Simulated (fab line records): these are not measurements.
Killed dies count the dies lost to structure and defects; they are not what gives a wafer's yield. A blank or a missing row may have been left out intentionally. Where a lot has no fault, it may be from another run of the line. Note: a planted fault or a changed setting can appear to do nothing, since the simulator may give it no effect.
Chamber matching :: flow n5_finfet :: rie_diel-01 running N5_BEOL_M4_STRIP_66: 4 sister chambers
The step strips in CF4. 8 wafers are shown with their chamber, then 12 later ones without.

== WAFERS WITH THEIR CHAMBER ==
wafer: L083.6
chamber: 0
throttle_valve_pct (%): 13.54
oes_product_au (a.u.): 0.81

wafer: L087.2
chamber: 1
throttle_valve_pct (%): 13.52
oes_product_au (a.u.): 0.86

wafer: L086.1
chamber: 0
throttle_valve_pct (%): 13.58
oes_product_au (a.u.): 0.79

wafer: L086.3
chamber: 2
throttle_valve_pct (%): 13.73
oes_product_au (a.u.): 0.77

wafer: L086.5
chamber: 3
throttle_valve_pct (%): 13.89
oes_product_au (a.u.): 0.71

wafer: L089.1
chamber: 3
throttle_valve_pct (%): 13.88
oes_product_au (a.u.): 0.70

wafer: L089.2
chamber: 2
throttle_valve_pct (%): 13.74
oes_product_au (a.u.): 0.77

wafer: L089.3
chamber: 1
throttle_valve_pct (%): 13.52
oes_product_au (a.u.): 0.85

== WAFERS WITHOUT THEIR CHAMBER ==
wafer: L089.4
throttle_valve_pct (%): 13.57
oes_product_au (a.u.): 0.80

wafer: L089.5
throttle_valve_pct (%): 13.73
oes_product_au (a.u.): 0.76

wafer: L089.6
throttle_valve_pct (%): 13.52
oes_product_au (a.u.): 0.86

wafer: L093.2
throttle_valve_pct (%): 13.59
oes_product_au (a.u.): 0.78

wafer: L093.3
throttle_valve_pct (%): 13.92
oes_product_au (a.u.): 0.70

wafer: L093.4
throttle_valve_pct (%): 13.76
oes_product_au (a.u.): 0.76

wafer: L096.1
throttle_valve_pct (%): 13.92
oes_product_au (a.u.): 0.69

wafer: L096.2
throttle_valve_pct (%): 13.78
oes_product_au (a.u.): 0.75

wafer: L096.5
throttle_valve_pct (%): 13.55
oes_product_au (a.u.): 0.83

wafer: L097.3
throttle_valve_pct (%): 13.59
oes_product_au (a.u.): 0.82

wafer: L097.4
throttle_valve_pct (%): 13.80
oes_product_au (a.u.): 0.74

wafer: L097.5
throttle_valve_pct (%): 13.93
oes_product_au (a.u.): 0.69

== CHAMBER TAKEN BY EACH ==
wafer: L089.4
from the rows above: 0
in truth: 0

wafer: L089.5
from the rows above: 2
in truth: 2

wafer: L089.6
from the rows above: 1
in truth: 1

wafer: L093.2
from the rows above: 0
in truth: 0

wafer: L093.3
from the rows above: 3
in truth: 3

wafer: L093.4
from the rows above: 2
in truth: 2

wafer: L096.1
from the rows above: 3
in truth: 3

wafer: L096.2
from the rows above: 2
in truth: 2

wafer: L096.5
from the rows above: can't be placed: 1 or 0
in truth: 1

wafer: L097.3
from the rows above: 0
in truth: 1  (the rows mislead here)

wafer: L097.4
from the rows above: can't be placed: 2 or 3
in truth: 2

wafer: L097.5
from the rows above: 3
in truth: 3
Correct placement for 9 of the 12. Unplaceable from these rows: 2, with the true chamber sitting among the candidates in 2. Placed wrongly: 1.
How it was worked out, from the rows above alone: a wafer's distance from a chamber is the root of the sum, over the readings, of the square of ((its reading less the chamber's mean) divided by the reading's scatter). If the next closest chamber is less than 2 further off than the closest, the wafer can't be placed; otherwise it belongs to the closest. Each chamber's mean is taken over the wafers shown for it. The scatter is the square root of a quotient: the sum, over the shown wafers, of each reading's squared deviation from its chamber's mean, divided by wafers minus chambers.
